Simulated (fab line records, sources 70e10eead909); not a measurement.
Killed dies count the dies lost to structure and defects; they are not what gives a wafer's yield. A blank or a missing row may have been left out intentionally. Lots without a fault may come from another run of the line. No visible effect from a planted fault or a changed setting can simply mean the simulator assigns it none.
Matching of chambers || flow nand_harc || NHARC_P_M1_STRIP_18 on rie_diel-04 has 4 sister chambers
The step strips in N2/H2. 8 wafers are shown with their chamber, then 8 later ones without.

## WAFERS PAIRED WITH THEIR CHAMBERS
{"wafer": "L080.2", "chamber": 1, "showerhead_plenum_p_Torr (Torr)": 2.19, "oes_product_au (a.u.)": 0.987}
{"wafer": "L080.5", "chamber": 2, "showerhead_plenum_p_Torr (Torr)": 2.06, "oes_product_au (a.u.)": 1.008}
{"wafer": "L084.4", "chamber": 0, "showerhead_plenum_p_Torr (Torr)": 2.04, "oes_product_au (a.u.)": 1.005}
{"wafer": "L084.6", "chamber": 3, "showerhead_plenum_p_Torr (Torr)": 1.92, "oes_product_au (a.u.)": 0.990}
{"wafer": "L085.1", "chamber": 2, "showerhead_plenum_p_Torr (Torr)": 2.05, "oes_product_au (a.u.)": 1.001}
{"wafer": "L085.2", "chamber": 1, "showerhead_plenum_p_Torr (Torr)": 2.19, "oes_product_au (a.u.)": 0.982}
{"wafer": "L085.5", "chamber": 3, "showerhead_plenum_p_Torr (Torr)": 1.92, "oes_product_au (a.u.)": 0.990}
{"wafer": "L088.3", "chamber": 0, "showerhead_plenum_p_Torr (Torr)": 2.04, "oes_product_au (a.u.)": 1.010}

## WAFERS MISSING THEIR CHAMBER
{"wafer": "L088.4", "showerhead_plenum_p_Torr (Torr)": 2.19, "oes_product_au (a.u.)": 0.989}
{"wafer": "L088.6", "showerhead_plenum_p_Torr (Torr)": 2.04, "oes_product_au (a.u.)": 1.016}
{"wafer": "L090.1", "showerhead_plenum_p_Torr (Torr)": 2.19, "oes_product_au (a.u.)": 0.988}
{"wafer": "L090.2", "showerhead_plenum_p_Torr (Torr)": 2.05, "oes_product_au (a.u.)": 1.001}
{"wafer": "L090.6", "showerhead_plenum_p_Torr (Torr)": 2.05, "oes_product_au (a.u.)": 1.006}
{"wafer": "L096.1", "showerhead_plenum_p_Torr (Torr)": 1.92, "oes_product_au (a.u.)": 0.990}
{"wafer": "L096.3", "showerhead_plenum_p_Torr (Torr)": 2.05, "oes_product_au (a.u.)": 0.991}
{"wafer": "L096.4", "showerhead_plenum_p_Torr (Torr)": 2.19, "oes_product_au (a.u.)": 0.990}

## WHICH CHAMBER EACH ONE RAN IN
{"wafer": "L088.4", "from the rows above": 1, "in truth": 1}
{"wafer": "L088.6", "from the rows above": 0, "in truth": 0}
{"wafer": "L090.1", "from the rows above": 1, "in truth": 1}
{"wafer": "L090.2", "from the rows above": "can't be placed: 2 or 0", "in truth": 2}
{"wafer": "L090.6", "from the rows above": "can't be placed: 2 or 0", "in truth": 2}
{"wafer": "L096.1", "from the rows above": 3, "in truth": 3}
{"wafer": "L096.3", "from the rows above": "can't be placed: 2 or 0", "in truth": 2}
{"wafer": "L096.4", "from the rows above": 1, "in truth": 1}
5 of 8 placed correctly. Unplaceable from these rows: 3, with the true chamber sitting among the candidates in 3. Placed wrongly: 0.
How it was worked out, from the rows above alone: a wafer's distance from a chamber is the root of the sum, over the readings, of the square of ((its reading less the chamber's mean) divided by the reading's scatter). If the next closest chamber is less than 2 further off than the closest, the wafer can't be placed; otherwise it belongs to the closest. A chamber's mean is the mean of its shown wafers. The scatter: the root of (the sum of the squares of (reading less its chamber's mean) over the shown wafers, divided by (wafers less chambers)).
